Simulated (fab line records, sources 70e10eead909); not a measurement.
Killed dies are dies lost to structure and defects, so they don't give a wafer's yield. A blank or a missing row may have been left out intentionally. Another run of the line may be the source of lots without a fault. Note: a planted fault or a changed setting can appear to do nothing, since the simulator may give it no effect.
Problem report in the 8D (eight disciplines) form, filled by code | flow nandHarc | the parts of the form that need people (team, actions taken, sign-off) are left out

1. PROBLEM STATEMENT
Wafers without a fault read 28, standard deviation 11; killedAtArray at NHARC_END_SORT_01 reads a mean of 118 on 3 wafers belonging to 2 lots. That is +8.2 standard deviations from the usual mean.
First observed at day 24 11:56: wafer L222.1, on prober-02. At this step, 42 wafers from 14 lots have a number in the record. Rule for "out", or "out of limits": more than 4 standard deviations from the usual mean. Any other wafer with a number is counted as sound.

2. WHAT IT IS AND WHAT IT IS NOT
question                    | is                        | is not
which readings at this step | killedAtArray, killedDies | killedAtOther, killedOpen, killedShort
which lots                  | L222, L225                | L204, L206, L207, L208, L209, L213, L214, L215, L216, L218, L226, L227
which wafers of those lots  | L222.1, L222.4, L225.5    | L222.3, L225.3, L225.6
read on which gauges        | prober-01, prober-02      | -
when                        | from day 24 11:56         | up to then (30 sound wafers); but 9 sound wafers of L222, L225, L226, L227 came after

3. THE SUSPECTS, EACH WITH WHAT RULES IT OUT
Counting: if a tool at a process step up to the reading ran every lot that is out, it stays a suspect. Sound lots after the first of them don't rule it out here, since some wafers of a struck lot are sound.
- the gauge at NHARC_END_SORT_01 is ruled out. 2 gauges (prober-01, prober-02) read the wafers that are out.
- harCapEtch-02 at NHARC_A_CONTACT_ETCH_135 (etches the open film in C4F8/O2/Ar, time 132 s, target depth 1287 nm): kept. Ran every lot that is out, first one L222 (day 22 01:07); last sound lot up to then L216 (day 20 12:59).
- rtpAnneal-01 at NHARC_THIN_TSV_ANNEAL_52 (time 90 s): kept. Ran every lot that is out, first one L222 (day 23 19:10); last sound lot up to then L214 (day 21 19:33).
- Within harCapEtch-02 at NHARC_A_CONTACT_ETCH_135, the wafers that are out were processed in chamber 0 and their sound lot-mates in chamber 1.
Remaining after the count are harCapEtch-02 at NHARC_A_CONTACT_ETCH_135 and rtpAnneal-01 at NHARC_THIN_TSV_ANNEAL_52.

4. THE CAUSE (what the simulator had put in)
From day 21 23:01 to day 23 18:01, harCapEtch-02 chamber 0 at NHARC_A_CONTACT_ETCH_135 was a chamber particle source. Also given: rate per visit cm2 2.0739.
2 suspects survive the count, and this tool is in that group.

5. SEQUENCE OF EFFECTS, ordered by route
Each row: a reading where the mean over the struck wafers with a number is more than 3 standard deviations away from the usual. Scope: only readings with a usual standard deviation given in the record; hours: median across lots of the time from each lot's start at the first step in this table that gives one to its start at this step; sigmas: change in usual standard deviations.
hours | step              | reading       | usual | on struck wafers | change | sigmas
0     | NHARC_END_SORT_01 | killedAtArray | 28    | 118              | +90    | +8.2
0     | NHARC_END_SORT_01 | killedDies    | 32    | 122              | +90    | +7.5

6. HOW IT WOULD HAVE BEEN CAUGHT EARLIER
61 hours passed between the start of the fault at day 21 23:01 and the first reading out of limits at a measuring or inspecting step in this record, taken at day 24 11:56.
Lots out: 2; all had begun NHARC_A_CONTACT_ETCH_135 on harCapEtch-02 by day 24 11:56. A hold on the tool at that time would have spared none of them.
